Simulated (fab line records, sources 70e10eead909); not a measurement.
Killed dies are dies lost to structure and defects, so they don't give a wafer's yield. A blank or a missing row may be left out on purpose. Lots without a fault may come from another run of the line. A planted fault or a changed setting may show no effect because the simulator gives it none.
fab line records | flow nand_harc
record lots=12 wafers=36 last_day=25
route steps=1159 shown A_CONTACT@884 END@1159
lots that met no fault: from a run of the same line without faults
start_h: hours from the record's first day to the start of the lot's first wafer shown | wait_h: hours since the lot's step before | " the same as in the row above | L1.1+2: a row that stands for several wafers | - no value, or no start given | * or withheld: withheld | < > ~ a bound
route shown NAME@n: a module of which the file shows steps, and the number in the route of the first | usual: mean/standard deviation of fault-free wafers | same: alike in all rows | chamber/n: place in a boat | sites: the reading at each site | _std_site: their standard deviation | _edge_site: outer sites' mean less inner sites' | radius_mm: how far each site lies from the wafer's centre | mask NAME#n: copy n | behind: the tool/chamber that last shaped the wafer | hold: why the lot was held/for how many hours/how that ended | device: the transistor (n, p or np) that didn't switch | end of line: the same wafers' tests at the end of the route | a step without rows: its recipe alone | killed: dies lost to structure and defects at the first sort, not the wafer's yield | map: a wafer's dies, x killed, . not, _ none there
set.NAME: the setting as run; set.NAME@STEP: as run at that earlier step | model.NAME: the simulator's own value behind a step, which no gauge read
steps of the route over a sample of lots; a table a step, a row a wafer
services: from which hour (start_h, from the record's first day; less than 0 if before it) a tool's chamber was out of use, for how many hours, and why
## steps
# step NHARC_A_CONTACT_DEP_57
# recipe target_thk_a=28000 temp_c=400 material=aC
# usual throttle_valve_pct=35.001/0.0084
# columns lot.wafer tool chamber start_h wait_h throttle_valve_pct
L647.1 acl_dep-02 0 371.05 - 35.008
L647.3 " 0 " " 34.999
L647.6 " 0 " " 34.994
L648.2 acl_dep-03 0 380.29 - 35.001
L648.3 " 0 " " 34.986
L648.5 " 0 " " 35.006
L651.2 acl_dep-02 0 414.54 - 35.010
L651.4 " 0 " " 35.004
L651.5 " 0 " " 35.019
L653.2 acl_dep-03 0 419.84 - 34.989
L653.3 " 0 " " 35.017
L653.5 " 0 " " 35.007
L655.1 acl_dep-01 0 431.16 - 34.993
L655.3 " 0 " " 34.990
L655.5 " 0 " " 34.993
L657.3 acl_dep-02 0 432.18 - 34.987
L657.4 " 0 " " 34.998
L657.6 " 0 " " 35.010
L658.1 acl_dep-03 0 453.36 - 34.999
L658.2 " 0 " " 35.002
L658.4 " 0 " " 35.007
L656.1 acl_dep-01 0 453.60 - 35.002
L656.3 " 0 " " 35.010
L656.6 " 0 " " 35.004
L660.2 acl_dep-01 0 458.72 - 34.987
L660.3 " 0 " " 35.001
L660.5 " 0 " " 35.001
L661.2 acl_dep-01 0 472.36 - 34.996
L661.4 " 0 " " 35.011
L661.5 " 0 " " 35.004
L667.1 acl_dep-01 0 498.21 - 34.999
L667.2 " 0 " " 35.004
L667.4 " 0 " " 34.991
L669.2 acl_dep-03 0 515.41 - 35.000
L669.5 " 0 " " 35.004
L669.6 " 0 " " 34.993
# step NHARC_A_CONTACT_DEP_58
# recipe target_thk_a=600 target_thk_nm=60 temp_c=400 pressure_torr=3.5 flow_sccm=200 rf_w=350 material=SiON
# usual heater_power_w=779/65
# columns lot.wafer tool chamber start_h wait_h heater_power_w
L647.3 pecvd-02 0 372.81 0.9 814
L647.1 " 1 " " 727
L647.6 " 2 " " 736
L648.2 pecvd-02 1 381.85 1.3 800
L648.3 " 0 " " 737
L648.5 " 1 " " 809
L651.2 pecvd-02 0 416.32 1.5 713
L651.5 " 1 " " 820
L651.4 " 2 " " 737
L653.3 pecvd-02 1 421.48 1.1 805
L653.2 " 2 " " 758
L653.5 " 2 " " 761
L655.3 pecvd-02 2 432.92 0.9 752
L655.1 " 0 " " 781
L655.5 " 1 " " 839
L657.3 pecvd-01 2 433.41 0.9 736
L657.6 " 0 " " 938
L657.4 " 1 " " 711
L658.1 pecvd-01 2 455.12 1.5 839
L658.2 " 0 " " 958
L658.4 " 2 " " 835
L656.3 pecvd-03 0 455.33 0.9 781
L656.1 " 1 " " 775
L656.6 " 0 " " 810
L660.3 pecvd-03 1 460.19 0.9 721
L660.2 " 2 " " 880
L660.5 " 2 " " 912
L661.2 pecvd-01 2 473.87 1.2 806
L661.5 " 0 " " 882
L661.4 " 2 " " 812
L667.2 pecvd-03 0 499.95 1.2 771
L667.1 " 1 " " 777
L667.4 " 1 " " 771
L669.2 pecvd-01 1 516.91 1.2 723
L669.6 " 0 " " 915
L669.5 " 1 " " 722
# step NHARC_A_CONTACT_ETCH_75
# recipe target_depth_a=390 over_etch_frac=0.3 time_s=65 ion_energy_ev=80 cf4_flow_sccm=150 ar_flow_sccm=0 rf_w=300 bias_w=100 chemistry=CF4
# usual drypump_motor_current_A=5.8/0.43 oes_product_au=0.998/0.016 rf_vpp_V=151.6/1 showerhead_plenum_p_Torr=1.79/0.062 throttle_valve_pct=13.284/0.0096
# columns lot.wafer tool chamber start_h wait_h drypump_motor_current_A oes_product_au rf_hours_counter_h rf_vpp_V showerhead_plenum_p_Torr throttle_valve_pct
L647.1 rie_diel-09 0 373.80 0.1 5.9 0.978 39 152.4 1.80 13.291
L647.3 " 3 " " 5.1 1.007 37 152.1 1.85 13.280
L647.6 " 0 " " 5.9 0.982 - 150.8 1.80 13.294
L648.3 rie_diel-07 3 382.72 0.1 6.0 0.987 26 152.4 1.78 13.297
L648.2 " 2 " " 5.5 0.986 26 149.6 1.67 13.271
L648.5 " 0 " " 6.3 0.976 - 154.1 1.84 13.291
L651.2 rie_diel-10 0 417.29 0.1 6.1 1.012 18 149.4 1.74 13.296
L651.4 " 3 " " 5.0 0.995 19 151.9 1.88 13.282
L651.5 " 1 " " 5.8 1.016 - 151.1 1.78 13.285
L653.3 rie_diel-07 3 422.32 0.1 6.0 0.992 2 150.3 1.78 13.268
L653.2 " 0 " " 6.3 0.986 1 151.5 1.83 13.286
L653.5 " 3 " " 6.0 0.992 - 151.3 1.78 13.278
L655.1 rie_diel-10 3 433.90 0.1 5.0 0.983 26 152.5 1.88 13.297
L655.3 " 0 " " 6.1 1.014 26 150.7 1.73 13.278
L655.5 " 3 " " 5.0 0.985 - 151.4 1.88 13.284
L657.3 rie_diel-10 1 434.37 0.1 5.8 1.009 24 152.9 1.78 13.283
L657.4 " 3 " " 5.0 0.984 26 152.8 1.88 13.286
L657.6 " 1 " " 5.8 1.017 - 151.9 1.78 13.287
L658.2 rie_diel-09 3 455.96 0.1 5.1 1.026 4 151.4 1.84 13.290
L658.1 " 0 " " 5.9 0.998 4 152.1 1.79 13.290
L658.4 " 2 " " 5.8 0.978 5 153.6 1.87 13.291
L656.3 rie_diel-07 1 456.33 0.1 6.2 1.007 7 152.1 1.73 13.274
L656.1 " 2 " " 5.5 1.006 7 151.8 1.67 13.266
L656.6 " 3 " " 6.0 0.994 - 151.9 1.77 13.278
L660.2 rie_diel-09 2 461.18 0.1 5.7 0.989 7 153.0 1.87 13.284
L660.3 " 3 " " 5.1 1.017 6 153.0 1.84 13.283
L660.5 " 0 " " 5.9 0.993 - 150.9 1.79 13.296
L661.4 rie_diel-09 0 474.83 0.1 5.9 0.806 11 151.5 1.79 13.280
L661.2 " 1 " " 5.8 0.972 12 150.9 1.77 13.261
L661.5 " 2 " " 5.8 0.807 - 153.2 1.87 13.277
L667.4 rie_diel-07 0 500.94 0.1 6.3 0.983 14 151.1 1.83 13.276
L667.1 " 1 " " 6.2 1.005 16 150.5 1.73 13.283
L667.2 " 3 " " 6.0 0.985 18 151.6 1.77 13.278
L669.2 rie_diel-07 2 517.86 0.1 5.5 1.028 19 148.7 1.66 13.284
L669.5 " 3 " " 6.0 0.993 - 151.2 1.77 13.295
L669.6 " 0 " " 6.3 0.988 - 152.3 1.83 13.283
# step NHARC_A_CONTACT_ETCH_76
# recipe target_depth_a=2600 over_etch_frac=0.3 time_s=475.3 ion_energy_ev=200 n2_flow_sccm=150 h2_flow_sccm=150 ar_flow_sccm=0 rf_w=400 bias_w=150 chemistry=N2/H2
# usual drypump_motor_current_A=5.9/0.43 n2_flow_sccm=150.0/0.5 oes_product_au=0.997/0.017 rf_vpp_V=431.5/2.4 showerhead_plenum_p_Torr=2.07/0.082 throttle_valve_pct=14.171/0.0088
# columns lot.wafer tool chamber start_h wait_h drypump_motor_current_A n2_flow_sccm oes_product_au rf_hours_counter_h rf_vpp_V showerhead_plenum_p_Torr throttle_valve_pct
L647.1 rie_diel-09 2 - - 5.8 150.4 0.996 39 434.3 2.18 14.166
L647.3 " 3 " " 5.1 149.7 1.015 38 432.7 2.14 14.161
L647.6 " 2 " " 5.8 149.4 0.993 - 433.5 2.18 14.170
L648.3 rie_diel-07 2 - - 5.5 150.1 0.990 26 428.3 1.91 14.179
L648.2 " 3 " " 6.0 150.7 0.978 27 431.4 2.05 14.174
L648.5 " 0 " " 6.3 150.3 0.988 - 432.8 2.13 14.160
L651.2 rie_diel-10 2 - - 6.6 149.8 0.997 19 434.1 2.19 14.147
L651.4 " 3 " " 5.0 149.6 0.980 19 435.0 2.19 14.163
L651.5 " 0 " " 6.1 149.9 0.999 - 429.4 2.00 14.166
L653.2 rie_diel-07 0 - - 6.3 149.8 0.993 1 432.7 2.12 14.179
L653.3 " 2 " " 5.5 149.9 1.024 1 426.6 1.91 14.165
L653.5 " 3 " " 6.0 150.1 1.011 - 431.5 2.05 14.170
L655.3 rie_diel-10 1 - - 5.8 149.7 1.014 24 430.3 2.05 14.173
L655.1 " 2 " " 6.6 149.6 0.992 24 436.0 2.19 14.175
L655.5 " 3 " " 5.0 150.5 0.980 - 435.3 2.18 14.163
L657.3 rie_diel-10 3 - - 5.0 149.3 0.989 26 435.8 2.18 14.162
L657.4 " 1 " " 5.7 150.2 1.014 24 431.8 2.05 14.178
L657.6 " 3 " " 5.0 149.5 0.992 - 435.3 2.18 14.178
L658.1 rie_diel-09 0 - - 5.9 149.7 0.990 4 429.8 2.07 14.165
L658.4 " 2 " " 5.8 150.6 0.980 5 435.0 2.17 14.166
L658.2 " 3 " " 5.1 150.7 1.016 4 432.6 2.13 14.166
L656.1 rie_diel-07 0 - - 6.3 150.1 0.975 7 431.6 2.12 14.156
L656.3 " 1 " " 6.2 150.2 1.005 7 431.2 1.99 14.177
L656.6 " 3 " " 6.0 150.8 0.995 - 430.5 2.05 14.169
L660.2 rie_diel-09 3 - - 5.1 150.2 1.026 6 434.3 2.13 14.159
L660.3 " 0 " " 6.0 151.0 1.004 6 430.9 2.07 14.161
L660.5 " 3 " " 5.1 149.2 1.017 - 433.3 2.13 14.173
L661.4 rie_diel-09 2 - - 5.7 149.6 0.980 12 432.0 2.17 14.180
L661.2 " 3 " " 5.1 150.1 1.024 11 432.5 2.13 14.177
L661.5 " 3 " " 5.1 150.1 1.027 - 433.7 2.13 14.168
L667.1 rie_diel-07 2 - - 5.6 150.0 1.025 16 426.2 1.91 14.176
L667.4 " 3 " " 6.0 149.0 0.986 18 430.5 2.04 14.182
L667.2 " 0 " " 6.3 149.8 0.976 14 433.4 2.12 14.168
L669.2 rie_diel-07 3 - - 6.0 149.4 0.993 21 429.6 2.04 14.170
L669.6 " 0 " " 6.3 150.6 0.993 - 434.3 2.12 14.163
L669.5 " 1 " " 6.2 150.1 1.005 - 429.4 1.99 14.159
# step NHARC_END_SORT_01
# recipe temp_c=25
# usual killed_at_array=30/10 killed_at_other=0.5/0.82 killed_at_periphery=2.9/2 killed_dies=34/11 killed_open=3.2/1.8 killed_short=2.0/1.4
# same gross_dies=677
# columns lot.wafer tool chamber start_h wait_h killed_at_array killed_at_other killed_at_periphery killed_dies killed_open killed_short
L661.2 prober-01 0 559.39 2.8 39 1 4 44 8 1
L661.4 prober-01 0 560.96 3.3 640 0 1 641 2 3
L661.5 prober-01 0 561.75 3.6 639 0 2 641 2 4
# killed by level:class
L661.2 A_SLIT:chamber_film_flake=15 A_STAIRCASE:chamber_film_flake=10 A_CHANNEL_HOLE_D1:chamber_film_flake=5 A_CONTACT:geometric_particle:open=3 P_M0:geometric_particle:open=2 A_CONTACT:chamber_film_flake=2 P_M1:geometric_particle:open=1 A_WL_FILL:geometric_particle:open=1
L661.4 A_CONTACT:area_etch=604 A_SLIT:chamber_film_flake=15 A_STAIRCASE:chamber_film_flake=7 A_CHANNEL_HOLE_D1:chamber_film_flake=5 A_CHANNEL_FILL_D1:chamber_film_flake=2 A_CONTACT:chamber_film_flake=2 P_M0:geometric_particle:open=1 A_SOURCE_PLATE:geometric_particle:short=1
L661.5 A_CONTACT:area_etch=604 A_SLIT:chamber_film_flake=11 A_STAIRCASE:chamber_film_flake=11 A_CHANNEL_HOLE_D1:chamber_film_flake=4 A_CHANNEL_FILL_D1:chamber_film_flake=2 P_M0:geometric_particle:short=1 A_WL_FILL:geometric_particle:short=1 A_WL_FILL:geometric_particle:open=1
## services
# columns tool chamber start_h hours kind
acl_dep-02 - 352.33 13.0 pm
rie_diel-10 - 353.66 9.0 pm
rie_diel-07 0 359.87 - clean
rie_diel-07 1 359.87 - clean
rie_diel-07 2 359.87 - clean
rie_diel-07 3 359.87 - clean
rie_diel-07 0 384.37 - clean
rie_diel-07 0 399.53 2.7 repair
pecvd-03 0 404.05 22.6 repair
rie_diel-07 - 405.22 9.0 pm
acl_dep-03 - 406.55 13.0 pm
pecvd-01 - 418.14 13.0 pm
rie_diel-09 - 431.35 9.0 pm
rie_diel-07 1 431.74 1.5 repair
pecvd-02 - 435.24 22.6 repair
rie_diel-10 3 460.06 4.1 repair
pecvd-03 1 460.76 18.1 repair
pecvd-03 - 473.09 13.0 pm
acl_dep-01 - 477.47 13.0 pm
rie_diel-10 3 479.12 10.5 repair
pecvd-01 - 482.25 5.7 repair
rie_diel-10 0 485.28 9.0 repair
pecvd-03 - 504.33 0.4 repair
pecvd-02 - 515.22 13.0 pm
## key
first_sign step=NHARC_A_CONTACT_ETCH_75 reading=oes_product_au direction=down sigmas=12 usual=0.998 struck=0.806
effect step=NHARC_END_SORT_01 reading=killed_at_array direction=up sigmas=59 usual=30 struck=640
more_kills_born_at NHARC_A_CONTACT_ETCH_75@rie_diel-09=1208
met_at NHARC_A_CONTACT_ETCH_75
struck_lots L661
struck_wafers L661.4,L661.5
later_rows_left_out L661.4,L661.5
tester_left_out L661
not_acting_at NHARC_A_CONTACT_DEP_57,NHARC_A_CONTACT_DEP_58,NHARC_A_CONTACT_ETCH_76
onset_between 461.18 474.83
fault kind=process_parameter_drift tool=rie_diel-09 chamber=- onset_h=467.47 steps=NHARC_A_CONTACT_ETCH_75 channel=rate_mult offset=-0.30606 shape=step end_h=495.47 scope=struck_wafers_only
# tester_left_out: of these lots the tester's yield and bins aren't shown, on N5 and GAA mostly nor the transistor test; their killed dies are dies lost to structure and defects alone, not to doping, threshold or leakage, so they don't give the yield
# later_rows_left_out: the simulator's readings of these wafers behind a module that went badly wrong aren't trusted and aren't shown, but for the sort
